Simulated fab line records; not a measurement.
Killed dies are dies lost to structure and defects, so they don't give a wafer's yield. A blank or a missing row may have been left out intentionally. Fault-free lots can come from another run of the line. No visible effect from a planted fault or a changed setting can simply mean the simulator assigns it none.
Lot-split experiment -- flow n5_finfet -- 21 wafers read from 7 lots, route of 1938 steps

ABOUT THE SPLIT
At N5_BEOL_M5_COAT_22 (resist thk 30 nm), the setting spin_rpm was moved away from the recipe's 1500 rpm on 4 of the 21 wafers read, by +4.4% to +7.2%. For the rest of the wafers, this setting stayed at what the recipe calls for.

FROM THE SPLIT TO THE READING: what the file shows between them, 2 steps
- N5_BEOL_M5_EBR_24
- N5_BEOL_M5_SOFTBAKE_23: time 60 s

THE READING
CAR-EUV_of_BEOL_M5_COAT_22.thk_nm (the simulator's own value, which no gauge read), in nm, at N5_BEOL_M5_DESCUM_33 (chemistry O2, time 7 s). The file gives no usual value for it. The 17 wafers here that ran the recipe average 26.0 nm, standard deviation 0.085 nm.

wafer,"tool, chamber at the split","spin_rpm as run, rpm",against the recipe,"CAR-EUV_of_BEOL_M5_COAT_22.thk_nm, nm",against lot-mates on the recipe
L074.1,"litho_track-05, 0",1500,recipe,26,-
L074.2,"litho_track-05, 0",1500,recipe,26,-
L074.6,"litho_track-05, 0",1500,recipe,26,-
L076.1,"litho_track-05, 0",1500,recipe,26,-
L076.2,"litho_track-05, 0",1500,recipe,26.2,-
L076.3,"litho_track-05, 0",1566,+4.4%,25.4,-0.7
L082.1,"litho_track-05, 0",1500,recipe,26,-
L082.4,"litho_track-05, 0",1500,recipe,26,-
L082.6,"litho_track-05, 0",1500,recipe,26,-
L087.4,"litho_track-05, 0",1608,+7.2%,25,-1.0
L087.5,"litho_track-05, 0",1608,+7.2%,25,-1.0
L087.6,"litho_track-05, 0",1500,recipe,26,-
L089.1,"litho_track-03, 0",1576,+5.1%,25.4,-0.6
L089.2,"litho_track-03, 0",1500,recipe,26,-
L089.4,"litho_track-03, 0",1500,recipe,26,-
L094.1,"litho_track-04, 0",1500,recipe,26.2,-
L094.3,"litho_track-04, 0",1500,recipe,26.2,-
L094.5,"litho_track-04, 0",1500,recipe,26.2,-
L095.2,"litho_track-05, 0",1500,recipe,26,-
L095.4,"litho_track-05, 0",1500,recipe,26,-
L095.6,"litho_track-05, 0",1500,recipe,26,-

FIT RESULTS
A straight line over all 21 wafers: CAR-EUV_of_BEOL_M5_COAT_22.thk_nm changes by -0.143 nm for each +1% of spin_rpm; r = -0.97; the points scatter about the line by 0.082 nm.
The same after taking each lot's own level away (the mean of its wafers on the recipe; 21 wafers): -0.138 nm for each +1%; r = -0.99; scatter 0.045 nm.
The reading moves by 0.99 nm for the largest change in spin_rpm, on that fit.
From 26.00 to 26.20 nm: that is the span of the lots' own levels, equal to 2.4 times the standard deviation above.
Consequently the slope shifts little with the lot-to-lot level, the two slopes agreeing.
Check: for one of the wafers moved furthest among these (+7.2%), held out of the fit, the line's prediction against its lot-mates is -0.99 nm. It came out at -1 nm against them.

OTHER SPLITS ON THESE WAFERS
These wafers also went through other splits before the reading. Each is held against what the fit with the lots' levels taken away leaves over:
other split on the same wafers,wafers away from the commonest value,r with CAR-EUV_of_BEOL_M5_COAT_22.thk_nm (lot level and that fit taken away)
N5_BEOL_M0_SAQP_EXPOSE_37 dose_mj,8,+0.19
N5_BEOL_M0_SAQP_CUT_ETCH_46 source_w,9,+0.14
N5_BEOL_M2_COAT_22 spin_rpm,6,+0.01
N5_BEOL_M2_ETCH_69 bias_w,9,+0.22
N5_BEOL_M3_VIA_ETCH_34 bias_w,7,-0.28
N5_BEOL_M5_COAT_74 spin_rpm,5,-0.02

THE WHOLE CHAIN: every reading that the file lists as answering this split, in the file's order
step,what it does,reading,change (the file's fit),r (the file's)
N5_BEOL_M5_COAT_22,resist thk 30 nm,"CAR-EUV_of_BEOL_M5_COAT_22.thk_nm (the simulator's own value, which no gauge read)",-0.149 nm for each +1% of the setting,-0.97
N5_BEOL_M5_DESCUM_33,"chemistry O2, time 7 s","CAR-EUV_of_BEOL_M5_COAT_22.thk_nm (the simulator's own value, which no gauge read)",-0.138 nm for each +1% of the setting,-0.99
N5_BEOL_M5_ETCH_75,"etches underlayer in N2/H2, target depth 6.5 nm, time 5.2 s","CAR-EUV_of_BEOL_M5_COAT_22.thk_nm (the simulator's own value, which no gauge read)","-0.133 nm for each +1% of the setting, in a fit together with spin_rpm@BEOL_M5_COAT_74",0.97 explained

FILE'S OWN FIT
CAR-EUV_of_BEOL_M5_COAT_22.thk_nm changes by -0.138 nm for each +1% of spin_rpm, r = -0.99.
